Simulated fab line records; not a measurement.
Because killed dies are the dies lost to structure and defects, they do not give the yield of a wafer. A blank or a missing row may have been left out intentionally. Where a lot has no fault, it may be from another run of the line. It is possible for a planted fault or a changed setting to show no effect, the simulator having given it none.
fab line records | flow nand_harc
record: lots: 7 wafers: 21 last_day: 32
route steps=1302 shown A_CHANNEL_FILL_D2@615 END@1302
lots that met no fault: taken from a fault-free run of the same line
start_h: start of the lot's first displayed wafer, in hours after the record's first day | wait_h: hours from the lot's prior step to this one | " unchanged from the row above | L1.1+2: a single row standing in for several wafers | - value missing, or start not given | * or withheld: withheld | < > ~ a bound
route shown NAME@n: NAME is a module with steps in the file, n the number in the route of the first one | usual: mean and standard deviation over wafers with no fault | same: alike in all rows | chamber/n: place in a boat | sites: readings site by site | _std_site: how widely they spread, as a standard deviation | _edge_site: the outer-site mean with the inner-site mean subtracted | radius_mm: for every site, how far away it sits from the centre of the wafer | mask NAME#n: copy n | behind: the last tool/chamber to shape the wafer | hold: reason for holding the lot/hours on hold/outcome of the hold | device: whichever transistor did not switch (one of n, p or np) | end of line: the route-end tests of the same wafers | a step with no rows: only its recipe | killed: dies lost to structure and defects at the first sort, not the wafer's yield | map: dies across one wafer; x = killed, . = not, _ = none there
set.NAME: setting as actually run; set.NAME@STEP: the setting as run at that earlier step | model.NAME: the simulator's own value behind a step, which no gauge read
a table for each step, a row for each wafer; lots at some steps of the route
services: when a tool's chamber went out of use (start_h, in hours from the record's first day, below 0 if earlier), for how many hours, and the reason
== steps ==
step: NHARC_A_CHANNEL_FILL_D2_ALD_15
recipe: target_thk_a: 20 pulse_time_s: 60 ald_cycles: 19 temp_c: 630 pressure_torr: 2 material: SiNx
usual: ald_cycles: 19/0 precursor_pulse_height_rel: 0.998/0.019
columns lot.wafer tool chamber start_h wait_h ald_cycles precursor_pulse_height_rel
L973.2 ald_sin_batch-01 0 - - 19 0.979
L973.4 " 0 " " 19 1.001
L973.5 " 0 " " 19 1.005
L974.1 ald_sin_batch-01 0 - - 19 1.009
L974.2 " 0 " " 19 0.970
L974.4 " 0 " " 19 1.001
L979.1 ald_sin_batch-03 0 - - 19 0.998
L979.2 " 0 " " 19 0.973
L979.6 " 0 " " 19 0.981
L980.4 ald_sin_batch-03 0 - - 19 0.994
L980.5 " 0 " " 19 0.973
L980.6 " 0 " " 19 1.048
L981.2 ald_sin_batch-03 0 - - 19 0.976
L981.5 " 0 " " 19 0.999
L981.6 " 0 " " 19 1.033
L983.2 ald_sin_batch-01 0 - - 19 0.999
L983.3 " 0 " " 19 1.019
L983.6 " 0 " " 19 0.985
L991.2 ald_sin_batch-02 0 - - 19 1.003
L991.5 " 0 " " 19 0.996
L991.6 " 0 " " 19 0.979
step: NHARC_A_CHANNEL_FILL_D2_ALD_16
recipe: target_thk_a: 15 pulse_time_s: 10 ald_cycles: 15 temp_c: 300 material: SiO2
usual: ald_cycles: 15/0 heater_power_w: 476/40 precursor_pulse_height_rel: 0.997/0.019
columns lot.wafer tool chamber start_h wait_h ald_cycles heater_power_w precursor_pulse_height_rel since_wet_clean_h
L974.4 ald_hk-04 2 348.72 0.1 15 513 1.002 77
L974.1 " 3 " " 15 423 0.960 77
L974.2 " 0 " " 15 452 1.020 77
L973.4 ald_hk-02 2 348.74 0.1 15 526 1.005 166
L973.2 " 3 " " 15 418 0.994 166
L973.5 " 1 " " 15 447 0.998 -
L979.2 ald_hk-02 0 420.95 0.0 15 521 0.968 60
L979.1 " 2 " " 15 519 1.003 60
L979.6 " 0 " " 15 535 1.029 -
L980.4 ald_hk-04 0 420.98 0.1 15 454 1.013 150
L980.5 " 3 " " 15 445 0.979 -
L980.6 " 0 " " 15 461 1.004 -
L981.2 ald_hk-01 1 427.73 0.1 15 474 0.966 122
L981.6 " 0 " " 15 453 0.980 -
L981.5 " 1 " " 15 459 1.046 -
L983.3 ald_hk-04 0 457.82 0.1 15 451 0.989 8
L983.2 " 1 " " 15 507 0.985 8
L983.6 " 3 " " 15 450 0.993 -
L991.2 ald_hk-01 0 525.73 0.0 15 463 0.953 42
L991.5 " 0 " " 15 464 0.996 -
L991.6 " 1 " " 15 463 0.994 -
step: NHARC_A_CHANNEL_FILL_D2_ANNEAL_17
recipe: temp_c: 850 time_s: 1800
step: NHARC_A_CHANNEL_FILL_D2_CVD_18
recipe: target_thk_a: 30 temp_c: 550 material: poly-Si
step: NHARC_A_CHANNEL_FILL_D2_ETCHBACK_19
recipe: target_depth_a: 50 time_s: 1.7 hbr_flow_sccm: 150 cl2_flow_sccm: 50 rf_w: 400 icp_w: 400 bias_w: 100 chemistry: HBr/Cl2
usual: bias_w: 100.0/0.3 chamber_pressure_mTorr: 14.999/0.015 drypump_motor_current_A: 5.8/0.38 oes_product_au: 1.006/0.012 throttle_valve_pct: 26.405/0.0093
columns lot.wafer tool chamber start_h wait_h bias_w chamber_pressure_mTorr drypump_motor_current_A oes_product_au rf_hours_counter_h throttle_valve_pct
L973.2 rie_si-02 0 360.45 0.4 100.3 15.002 6.1 1.019 0.42 26.406
L973.4 " 1 " " 100.2 14.985 5.9 1.004 0.42 26.395
L973.5 " 1 " " 99.9 14.987 5.9 0.999 - 26.396
L974.1 rie_si-05 2 360.45 0.4 99.8 14.979 6.3 1.020 0.18 26.388
L974.2 " 0 " " 100.2 15.001 5.6 0.979 0.17 26.409
L974.4 " 1 " " 99.8 14.985 6.0 1.001 0.18 26.408
L979.1 rie_si-05 0 434.53 0.4 100.2 15.013 5.5 0.997 0.71 26.415
L979.2 " 1 " " 99.4 15.008 6.0 1.002 0.70 26.398
L979.6 " 1 " " 98.9 15.010 5.9 1.005 - 26.417
L980.4 rie_si-02 2 434.57 0.4 99.6 14.999 5.6 1.004 0.95 26.410
L980.5 " 3 " " 100.2 14.993 5.7 1.027 - 26.399
L980.6 " 0 " " 100.1 14.988 6.1 1.026 - 26.392
L981.2 rie_si-05 0 439.68 0.4 99.9 14.985 5.5 0.988 0.74 26.392
L981.6 " 0 " " 100.1 15.013 5.6 1.017 - 26.390
L981.5 " 1 " " 99.6 14.992 5.9 1.012 - 26.397
L983.3 rie_si-02 3 469.55 0.4 99.9 15.017 5.7 1.018 0.08 26.430
L983.2 " 2 " " 99.7 14.989 5.6 1.009 0.08 26.408
L983.6 " 0 " " 100.4 14.993 6.1 1.015 - 26.389
L991.2 rie_si-03 2 539.25 0.4 100.5 14.996 5.0 0.982 0.62 26.410
L991.5 " 2 " " 100.3 14.980 5.0 0.990 - 26.399
L991.6 " 3 " " 99.2 15.001 5.8 1.004 - 26.391
step: NHARC_A_CHANNEL_FILL_D2_ETCHBACK_20
recipe: target_depth_a: 270 time_s: 13.5 c4f8_flow_sccm: withheld o2_flow_sccm: 8 ar_flow_sccm: withheld rf_w: 600 bias_w: 1500 chemistry: C4F8/O2/Ar
step: NHARC_A_CHANNEL_FILL_D2_STRIP_28
recipe: time_s: 20 o2_flow_sccm: 500 ar_flow_sccm: 0 bias_w: 0 chemistry: O2
usual: chamber_pressure_mTorr: 60.00/0.056 drypump_motor_current_A: 5.6/0.41 oes_product_au: 1.001/0.0086 rf_vpp_V: 57.7/0.95 showerhead_plenum_p_Torr: 3.53/0.14 throttle_valve_pct: 17.036/0.0092
same: bias_w: 0
columns lot.wafer tool chamber start_h wait_h chamber_pressure_mTorr drypump_motor_current_A oes_product_au rf_hours_counter_h rf_vpp_V showerhead_plenum_p_Torr throttle_valve_pct
L973.4 rie_diel-03 3 360.67 0.1 59.94 5.4 0.997 14 59.1 3.72 17.039
L973.2 " 1 " " 60.01 6.0 0.995 14 59.2 3.63 17.031
L973.5 " 0 " " 60.05 4.9 0.994 - 55.8 3.40 17.042
L974.4 rie_diel-12 0 360.67 0.1 59.97 5.8 1.007 2 58.2 3.45 17.059
L974.2 " 1 " " 60.02 5.3 0.994 2 58.1 3.51 17.026
L974.1 " 2 " " 59.92 5.3 1.013 3 57.8 3.36 17.043
L979.2 rie_diel-12 3 434.75 0.1 59.91 5.8 1.003 4 58.2 3.68 17.042
L979.1 " 1 " " 60.05 5.3 0.990 5 57.6 3.51 17.034
L979.6 " 3 " " 59.96 5.8 1.018 - 59.0 3.69 17.047
L980.4 rie_diel-05 3 434.75 0.1 60.05 6.2 0.991 0 57.7 3.78 17.044
L980.5 " 1 " " 59.92 6.1 1.011 - 58.0 3.46 17.049
L980.6 " 2 " " 60.01 5.3 0.997 - 56.9 3.36 17.039
L981.2 rie_diel-12 0 439.90 0.1 59.94 5.9 1.005 5 57.7 3.44 17.033
L981.5 " 0 " " 60.09 5.8 1.014 - 56.9 3.44 17.036
L981.6 " 1 " " 60.08 5.3 1.008 - 57.9 3.51 17.022
L983.2 rie_diel-05 3 469.77 0.1 60.15 6.2 1.012 2 57.7 3.78 17.033
L983.3 " 0 " " 60.03 5.0 1.006 2 58.6 3.59 17.039
L983.6 " 3 " " 59.98 6.2 1.005 - 59.5 3.78 17.046
L991.2 rie_diel-12 2 539.48 0.1 59.92 5.2 0.990 2 57.3 3.36 17.049
L991.6 " 1 " " 59.93 5.3 0.994 - 57.7 3.51 17.048
L991.5 " 2 " " 60.05 5.2 0.993 - 57.4 3.36 17.051
step: NHARC_A_CHANNEL_FILL_D2_PRECLEAN_21
recipe: time_s: 30 chemistry: dHF
step: NHARC_A_CHANNEL_FILL_D2_SRD_23
step: NHARC_A_CHANNEL_FILL_D2_CVD_05
recipe: target_thk_a: 50 temp_c: 550 material: poly-Si
step: NHARC_A_CHANNEL_FILL_D2_ANNEAL_22
recipe: temp_c: 620 time_s: 7200
step: NHARC_A_CHANNEL_FILL_D2_THK_MEAS_06
recipe: thk_meas_gauge: ellipsometry
usual: thk_nm: 5.0/0.95
columns lot.wafer tool chamber start_h wait_h thk_nm
L974.1 film_metro-02 - 372.35 0.4 4.7
L974.2 " - " " 4.4
L974.4 " - " " 5.1
L973.2 film_metro-01 - 372.35 0.4 5.1
L973.4 " - " " 4.9
L973.5 " - " " 5.1
L979.1 film_metro-02 - 447.43 0.4 6.1
L979.2 " - " " 5.6
L979.6 " - " " 3.1
L980.4 film_metro-01 - 447.43 0.4 5.9
L980.5 " - " " 4.4
L980.6 " - " " 3.0
L981.2 film_metro-01 - 451.60 0.4 4.2
L981.5 " - " " 3.9
L981.6 " - " " 4.4
L983.2 film_metro-01 - 481.52 0.4 5.8
L983.3 " - " " 4.2
L983.6 " - " " 5.2
L991.2 film_metro-01 - 552.82 0.4 5.6
L991.5 " - " " 3.0
L991.6 " - " " 6.6
step: NHARC_A_CHANNEL_FILL_D2_ALD_25
recipe: target_thk_a: 600 pulse_time_s: 10 ald_cycles: 600 temp_c: 300 material: SiOx
usual: ald_cycles: 600/0 heater_power_w: 475/38 precursor_pulse_height_rel: 0.995/0.021
columns lot.wafer tool chamber start_h wait_h ald_cycles heater_power_w precursor_pulse_height_rel since_wet_clean_h
L973.4 ald_hk-02 1 373.03 0.7 600 436 0.995 13
L973.2 " 3 374.27 1.9 600 407 1.018 15
L973.5 " 1 375.51 3.2 600 430 0.975 -
L974.1 ald_hk-04 2 373.33 1.0 600 527 0.996 103
L974.4 " 3 " " 600 447 1.013 104
L974.2 " 0 " " 600 448 0.993 104
L980.4 ald_hk-02 3 448.10 0.7 622 397 1.003 88
L980.6 " 2 449.95 2.5 600 534 0.950 -
L980.5 " 3 " " 622 399 0.992 -
L979.1 ald_hk-01 3 449.94 2.5 600 518 0.979 145
L979.2 " 0 451.17 3.7 600 441 1.038 146
L979.6 " 2 453.62 6.2 600 468 1.004 -
L981.2 ald_hk-02 1 452.88 1.3 600 446 1.004 93
L981.5 " 3 454.11 2.5 622 396 1.000 -
L981.6 " 0 " " 600 529 0.969 -
L983.3 ald_hk-02 2 482.18 0.7 600 523 1.019 123
L983.2 " 3 " " 622 403 1.021 123
L983.6 " 1 484.04 2.5 600 437 1.000 -
L991.2 ald_hk-04 1 554.08 1.3 600 523 1.019 106
L991.5 " 3 555.28 2.5 600 451 1.030 -
L991.6 " 0 " " 600 459 0.985 -
step: NHARC_A_CHANNEL_FILL_D2_ETCHBACK_08
recipe: target_depth_a: 2200 time_s: 110 c4f8_flow_sccm: 20 ar_flow_sccm: withheld rf_w: 600 bias_w: 300 chemistry: C4F8
usual: chamber_pressure_mTorr: 25.001/0.022 oes_product_au: 0.95/0.034 rf_vpp_V: 440.9/2.6
columns lot.wafer tool chamber start_h wait_h chamber_pressure_mTorr oes_product_au rf_hours_counter_h rf_vpp_V
L973.4 rie_diel-05 0 - - 24.983 1.01 3.2 441.7
L973.2 " 3 " " 25.037 0.99 2.9 445.5
L973.5 " 1 " " 24.992 1.00 - 438.7
L974.2 rie_diel-05 2 - - 25.033 1.00 3.2 438.5
L974.1 " 0 " " 24.997 1.01 3.2 441.2
L974.4 " 1 " " 24.986 1.00 3.4 440.7
L980.4 rie_diel-05 3 - - 24.991 0.94 1.3 444.5
L980.6 " 0 " " 24.973 0.92 - 441.5
L980.5 " 1 " " 25.002 0.93 - 439.5
L979.1 rie_diel-12 1 - - 25.014 0.99 0.0 441.6
L979.2 " 2 " " 24.979 0.99 0.0 437.1
L979.6 " 1 " " 24.949 1.00 - 441.1
L981.2 rie_diel-05 1 - - 24.979 1.00 1.4 439.8
L981.5 " 0 " " 25.014 0.99 - 441.9
L981.6 " 1 " " 25.016 1.01 - 440.4
L983.2 rie_diel-05 3 - - 24.966 0.93 2.4 445.2
L983.3 " 1 " " 25.017 0.94 2.3 439.8
L983.6 " 3 " " 24.974 0.93 - 445.6
L991.2 rie_diel-05 2 - - 24.981 0.99 4.9 438.1
L991.5 " 0 " " 24.996 0.99 - 441.1
L991.6 " 1 " " 25.014 1.01 - 440.8
step: NHARC_END_SORT_01
recipe: temp_c: 25
usual: killed_at_array: 63/17 killed_at_other: 0.8/1.1 killed_at_periphery: 3.5/3 killed_dies: 67/17 killed_open: 3.1/1.6 killed_short: 2.6/1.4
same: gross_dies: 677
columns lot.wafer tool chamber start_h wait_h killed_at_array killed_at_other killed_at_periphery killed_dies killed_open killed_short
L973.2 prober-02 0 594.37 2.8 102 0 2 104 2 3
L973.4 prober-02 0 595.98 3.4 75 0 5 80 3 1
L973.5 prober-02 0 596.78 3.7 99 0 7 106 5 4
L980.4 prober-02 0 670.38 3.4 67 0 2 69 1 2
L980.5 prober-02 0 671.16 3.6 86 2 1 89 6 2
L980.6 prober-02 0 671.95 3.9 79 0 2 81 4 3
L979.1 prober-01 0 671.45 2.5 44 3 0 47 3 4
L979.2 prober-01 0 672.25 2.8 41 1 0 42 3 0
L979.6 prober-01 0 675.44 4.0 46 0 5 51 3 4
L981.2 prober-02 0 676.54 2.8 46 2 4 52 5 3
L981.5 prober-02 0 678.91 3.7 45 2 5 52 3 1
L981.6 prober-02 0 679.69 3.9 48 0 4 52 4 0
L983.2 prober-01 0 699.03 2.8 70 1 6 77 2 0
L983.3 prober-01 0 699.82 3.1 87 2 11 100 3 5
L983.6 prober-01 0 702.20 4.0 76 1 9 86 2 1
killed by level:class
L973.2 A_CHANNEL_HOLE_D1:chamber_film_flake=39 A_CHANNEL_HOLE_D2:chamber_film_flake=25 A_SLIT:chamber_film_flake=21 A_CONTACT:chamber_film_flake=9 P_STI:geometric_particle:open=1 A_ONON_D1:geometric_particle:short=1 A_CHANNEL_FILL_D1:geometric_particle:short=1 A_CHANNEL_FILL_D2:geometric_particle:open=1
L973.4 A_SLIT:chamber_film_flake=27 A_CHANNEL_HOLE_D1:chamber_film_flake=21 A_CHANNEL_HOLE_D2:chamber_film_flake=20 P_STI:chamber_film_flake=3 P_GATE:geometric_particle:open=1 A_ONON_D1:geometric_particle:open=1 A_WL_FILL:geometric_particle:short=1 A_BLC:geometric_particle:open=1
L973.5 A_CHANNEL_HOLE_D2:chamber_film_flake=34 A_SLIT:chamber_film_flake=29 A_CHANNEL_HOLE_D1:chamber_film_flake=27 P_M1:geometric_particle:open=2 P_STI:chamber_film_flake=2 P_M0:geometric_particle:short=1 A_ONON_D1:geometric_particle:open=1 A_ONON_D1:geometric_particle:short=1
L980.4 A_SLIT:chamber_film_flake=36 A_CHANNEL_HOLE_D1:chamber_film_flake=23 A_STAIRCASE:chamber_film_flake=3 A_M1:chamber_film_flake=2 P_M0:geometric_particle:short=1 A_CHANNEL_FILL_D1:geometric_particle:open=1 A_SGD_CUT:geometric_particle:short=1 P_STI:chamber_film_flake=1
L980.5 A_SLIT:chamber_film_flake=36 A_CHANNEL_HOLE_D1:chamber_film_flake=34 A_STAIRCASE:chamber_film_flake=4 A_CHANNEL_FILL_D1:geometric_particle:open=2 A_M1:chamber_film_flake=2 A_ONON_D1:geometric_particle:open=1 A_ONON_D1:geometric_particle:short=1 A_BLC:geometric_particle:open=1
L979.1 A_CHANNEL_HOLE_D2:chamber_film_flake=19 A_CHANNEL_HOLE_D1:chamber_film_flake=7 A_CHANNEL_FILL_D2:chamber_film_flake=4 A_CHANNEL_FILL_D1:chamber_film_flake=3 A_BLC:chamber_film_flake=2 THIN_TSV:chamber_film_flake=2 A_CHANNEL_FILL_D1:geometric_particle:short=1 A_ONON_D2:geometric_particle:short=1
L980.6 A_CHANNEL_HOLE_D1:chamber_film_flake=39 A_SLIT:chamber_film_flake=29 A_ONON_D1:geometric_particle:open=2 A_DECK1_JOINT:geometric_particle:short=2 P_STI:chamber_film_flake=2 A_SLIT:geometric_particle:open=1 A_WL_FILL:geometric_particle:short=1 A_M0:geometric_particle:open=1
L979.2 A_CHANNEL_HOLE_D2:chamber_film_flake=24 A_CHANNEL_HOLE_D1:chamber_film_flake=7 A_CHANNEL_FILL_D2:chamber_film_flake=2 A_CONTACT:chamber_film_flake=2 A_ONON_D1:geometric_particle:open=1 A_WL_FILL:geometric_particle:open=1 A_M0:geometric_particle:open=1 A_ZERO_WELL:chamber_film_flake=1
L979.6 A_CHANNEL_HOLE_D2:chamber_film_flake=24 A_CHANNEL_FILL_D1:chamber_film_flake=6 A_CHANNEL_HOLE_D1:chamber_film_flake=4 P_CONTACT:geometric_particle:open=2 A_WL_FILL:geometric_particle:short=2 P_ZERO_WELL:chamber_film_flake=2 A_SLIT:chamber_film_flake=2 A_CONTACT:chamber_film_flake=2
L981.2 A_CHANNEL_HOLE_D2:chamber_film_flake=15 A_CHANNEL_HOLE_D1:chamber_film_flake=6 A_CONTACT:chamber_film_flake=5 A_M1:chamber_film_flake=4 P_ZERO_WELL:chamber_film_flake=3 A_CHANNEL_FILL_D1:chamber_film_flake=2 A_STAIRCASE:chamber_film_flake=2 A_SLIT:chamber_film_flake=2
L981.5 A_CHANNEL_HOLE_D2:chamber_film_flake=20 A_CHANNEL_HOLE_D1:chamber_film_flake=5 A_STAIRCASE:chamber_film_flake=4 A_SLIT:chamber_film_flake=4 P_GATE:chamber_film_flake=3 A_CONTACT:geometric_particle:open=2 P_ZERO_WELL:chamber_film_flake=2 A_WL_FILL:chamber_film_flake=2
L981.6 A_CHANNEL_HOLE_D2:chamber_film_flake=23 A_SLIT:chamber_film_flake=6 A_CHANNEL_HOLE_D1:chamber_film_flake=5 A_CONTACT:chamber_film_flake=3 A_M1:chamber_film_flake=3 P_GATE:chamber_film_flake=2 P_CONTACT:geometric_particle:open=1 A_CHANNEL_HOLE_D2:geometric_particle:open=1
L983.2 A_SLIT:chamber_film_flake=37 A_CHANNEL_HOLE_D2:chamber_film_flake=12 A_CHANNEL_HOLE_D1:chamber_film_flake=5 A_STAIRCASE:chamber_film_flake=5 A_CONTACT:chamber_film_flake=3 P_BONDPAD:chamber_film_flake=2 A_CHANNEL_FILL_D2:chamber_film_flake=2 A_M0:chamber_film_flake=2
L983.3 A_SLIT:chamber_film_flake=32 A_CHANNEL_HOLE_D2:chamber_film_flake=21 A_CONTACT:chamber_film_flake=9 P_BONDPAD:chamber_film_flake=5 P_M1:chamber_film_flake=4 A_CHANNEL_HOLE_D1:chamber_film_flake=4 A_M0:chamber_film_flake=4 A_DECK1_JOINT:chamber_film_flake=3
L983.6 A_SLIT:chamber_film_flake=32 A_CHANNEL_HOLE_D2:chamber_film_flake=19 A_CHANNEL_HOLE_D1:chamber_film_flake=8 A_CONTACT:chamber_film_flake=8 P_BONDPAD:chamber_film_flake=3 P_GATE:chamber_film_flake=2 P_M1:chamber_film_flake=2 A_CHANNEL_FILL_D2:chamber_film_flake=2
== services ==
columns tool chamber start_h hours kind
rie_diel-12 1 324.50 12.4 repair
rie_si-03 2 337.84 2.7 repair
rie_diel-12 - 339.68 0.1 repair
ald_hk-02 - 350.84 10.0 pm
ald_hk-01 - 371.88 1.0 repair
rie_diel-12 3 395.09 30.6 repair
rie_diel-12 0 398.07 16.8 repair
rie_diel-05 1 399.25 2.2 repair
rie_diel-12 - 400.19 2.7 repair
rie_diel-05 - 406.69 9.0 pm
rie_si-02 1 415.34 5.5 repair
rie_si-05 1 425.29 4.7 repair
ald_hk-04 - 439.43 10.0 pm
rie_diel-12 - 445.40 9.0 pm
rie_si-02 - 454.59 9.0 pm
ald_hk-01 - 474.00 10.0 pm
rie_si-05 - 482.00 9.0 pm
rie_diel-05 1 497.84 1.8 repair
rie_si-05 0 500.03 24.7 repair
rie_si-02 0 504.59 12.4 repair
ald_sin_batch-01 - 508.17 26.0 pm
ald_hk-01 - 522.05 0.8 repair
ald_hk-02 - 528.84 10.0 pm
rie_si-02 1 534.94 10.4 repair
== key ==
first_sign: step: NHARC_A_CHANNEL_FILL_D2_ALD_25 reading: ald_cycles direction: up sigmas: 99+ usual: 600 struck: 622
effect none on later readings
met_at NHARC_A_CHANNEL_FILL_D2_ALD_25
struck_wafers L980.4,L980.5,L981.5,L983.2
tester_left_out L980,L981,L983
fault: kind: process_parameter_drift tool: ald_hk-02 chamber: 3 onset_h: 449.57 steps: NHARC_A_CHANNEL_FILL_D2_ALD_25 channel: ald_cycles offset: 22 shape: step end_h: 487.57 acts_in: these_recipes_only stated: 600
tester_left_out: of these lots the tester's yield and bins aren't shown, on N5 and GAA mostly nor the transistor test; their killed dies are dies lost to structure and defects alone, not to doping, threshold or leakage, so they don't give the yield
